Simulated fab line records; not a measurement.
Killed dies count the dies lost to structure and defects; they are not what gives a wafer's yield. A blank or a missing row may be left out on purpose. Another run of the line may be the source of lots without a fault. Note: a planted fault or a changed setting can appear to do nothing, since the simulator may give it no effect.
Which of the tools did it? | flow nand_harc | 42 wafers from 14 lots sampled at 4 of the route's 1302 steps

== WHAT THE GAUGES READ, wafer by wafer ==
NHARC_A_ONON_D2_THK_MEAS_14: measures by ellipsometry. Usual: 1001 nm for thk_nm, sd 11.
lot  | measured     | on            | thk_nm (nm)    | flag
L206 | day 13 03:05 | film_metro-02 | 993 993 994    |
L207 | day 13 05:50 | film_metro-01 | 1012 1012 1011 |
L208 | day 13 19:48 | film_metro-01 | 998 997 999    |
L209 | day 14 04:22 | film_metro-02 | 987 988 988    |
L210 | day 14 15:48 | film_metro-02 | 1014 1016 1015 |
L211 | day 14 15:21 | film_metro-02 | 707 706 709    | OFF
L213 | day 16 01:43 | film_metro-01 | 710 709 709    | OFF
L220 | day 18 10:19 | film_metro-01 | 1007 1005 1008 |
L223 | day 20 01:08 | film_metro-01 | 997 999 997    |
L225 | day 20 08:20 | film_metro-01 | 984 984 982    |
L224 | day 20 08:20 | film_metro-02 | 1000 1000 1000 |
L226 | day 21 07:37 | film_metro-01 | 994 997 995    |
L227 | day 21 07:34 | film_metro-02 | 1000 1000 997  |
L228 | day 22 06:58 | film_metro-01 | 985 984 983    |

NHARC_END_SORT_01. Usual: killed_at_array 60, standard deviation 21; killed_at_other 1.0, standard deviation 1.2; killed_at_periphery 4.2, standard deviation 2.8; killed_dies 65, standard deviation 20; killed_open 3.1, standard deviation 1.8; killed_short 2.6, standard deviation 1.6.
lot  | measured     | on        | killed_at_array | killed_at_other | killed_at_periphery | killed_dies | killed_open | killed_short | flag
L211 | day 26 09:59 | prober-01 | 670 674 672     | 4 3 1           | 3 0 4               | 677 677 677 | 5 3 3       | 1 2 4        | OFF
L213 | day 28 08:25 | prober-01 | 669 676 674     | 6 0 1           | 2 1 2               | 677 677 677 | 6 5 3       | 2 1 3        | OFF
L223 | day 32 23:20 | prober-02 | 51 43 35        | 3 1 0           | 4 1 2               | 58 45 37    | 2 3 3       | 2 3 1        |

== EACH LOT AND THE TOOL THAT RAN IT (in order: tool; ch and the chambers of the sampled wafers; start) ==
lot  | NHARC_A_DECK1_JOINT_ETCHBACK_07  | NHARC_A_ONON_D2_DEP_12
L206 | rie_si-02 ch 0,1,3, day 11 09:56 | pecvd_onon-02 ch 0, day 13 02:41
L207 | rie_si-05 ch 0,3, day 11 17:02   | pecvd_onon-03 ch 0, day 13 05:31
L208 | rie_si-05 ch 0,1,3, day 12 05:31 | pecvd_onon-03 ch 0, day 13 19:17
L209 | rie_si-02 ch 0,1, day 12 11:20   | pecvd_onon-03 ch 0, day 14 03:55
L210 | rie_si-04 ch 0,2,3, day 12 19:35 | pecvd_onon-04 ch 0, day 14 15:16
L211 | rie_si-04 ch 2,3, day 13 01:50   | pecvd_onon-03 ch 0, day 14 14:50
L213 | rie_si-02 ch 1,2, day 14 09:34   | pecvd_onon-03 ch 0, day 16 01:12
L220 | rie_si-02 ch 0,3, day 16 19:08   | pecvd_onon-04 ch 0, day 18 09:52
L223 | rie_si-05 ch 0,1,3, day 18 12:13 | pecvd_onon-03 ch 0, day 20 00:49
L225 | rie_si-04 ch 0,1,3, day 18 21:01 | pecvd_onon-03 ch 0, day 20 07:50
L224 | rie_si-05 ch 0,1,3, day 18 21:04 | pecvd_onon-04 ch 0, day 20 08:00
L226 | rie_si-02 ch 0,3, day 19 20:09   | pecvd_onon-02 ch 0, day 21 07:05
L227 | rie_si-05 ch 1,2,3, day 19 20:10 | pecvd_onon-03 ch 0, day 21 07:06
L228 | rie_si-05 ch 1,3, day 20 11:35   | pecvd_onon-02 ch 0, day 22 06:28
- NHARC_A_DECK1_JOINT_ETCHBACK_07: etches the open film in HBr, target depth 105 nm, time 26.9 s.
- NHARC_A_ONON_D2_DEP_12: target thk 1000 nm.

== AS READ BY THE TOOLS THEMSELVES (means over the sampled wafers that have a number; for cases with no such wafer, the mark the record gives instead) ==
NHARC_A_DECK1_JOINT_ETCHBACK_07. Usual: drypump_motor_current_A 5.8 A, standard deviation 0.4; hbr_flow_sccm 150.0 sccm, standard deviation 0.47; oes_product_au 1.000 a.u., standard deviation 0.0068; throttle_valve_pct 23.267 %, standard deviation 0.0084.
lot  | tool      | drypump_motor_current_A (A) | hbr_flow_sccm (sccm) | oes_product_au (a.u.) | throttle_valve_pct (%) | flag
L206 | rie_si-02 | 5.9                         | 150.2                | 0.993                 | 23.265                 |
L207 | rie_si-05 | 5.5                         | 150.3                | 1.004                 | 23.265                 |
L208 | rie_si-05 | 5.6                         | 150.1                | 0.998                 | 23.261                 |
L209 | rie_si-02 | 5.9                         | 149.7                | 0.997                 | 23.268                 |
L210 | rie_si-04 | 6.1                         | 150.2                | 0.993                 | 23.261                 |
L211 | rie_si-04 | 5.8                         | 150.2                | 0.999                 | 23.268                 |
L213 | rie_si-02 | 5.6                         | 149.8                | 1.003                 | 23.266                 |
L220 | rie_si-02 | 5.7                         | 150.1                | 1.004                 | 23.266                 |
L223 | rie_si-05 | 5.6                         | 149.9                | 1.005                 | 23.266                 |
L225 | rie_si-04 | 6.2                         | 150.1                | 0.995                 | 23.268                 |
L224 | rie_si-05 | 5.6                         | 149.7                | 0.998                 | 23.264                 |
L226 | rie_si-02 | 5.8                         | 150.2                | 1.002                 | 23.262                 |
L227 | rie_si-05 | 5.9                         | 150.0                | 1.008                 | 23.273                 |
L228 | rie_si-05 | 5.7                         | 150.2                | 1.001                 | 23.266                 |

== THE ANSWER, worked out from the rows above alone ==
Rule: a lot counts as off when the mean over its wafers that have a number is more than 3 standard deviations away from the usual mean. A lot without any number at a reading at which 4 lots or more have one is off too. All remaining lots with rows at the step are treated as sound. First the gauges in route order, then the tools' own readings, where a lot's mean is used as printed above. The first step at which some lot is off is used, and at that step the reading that is off furthest; a lot without a number counts as furthest.
Off at NHARC_A_ONON_D2_THK_MEAS_14 (thk_nm): L211, L213.
If a tool, at a process step before that reading, ran all the lots that are off and no sound lot after the first of them, it fits. Not tried: the gauges at NHARC_A_ONON_D2_THK_MEAS_14; whatever is off there is also off at NHARC_END_SORT_01, on other tools, and gauge error can't account for it. None of those tried fits.

== WHAT THE SIMULATOR PUT IN ==
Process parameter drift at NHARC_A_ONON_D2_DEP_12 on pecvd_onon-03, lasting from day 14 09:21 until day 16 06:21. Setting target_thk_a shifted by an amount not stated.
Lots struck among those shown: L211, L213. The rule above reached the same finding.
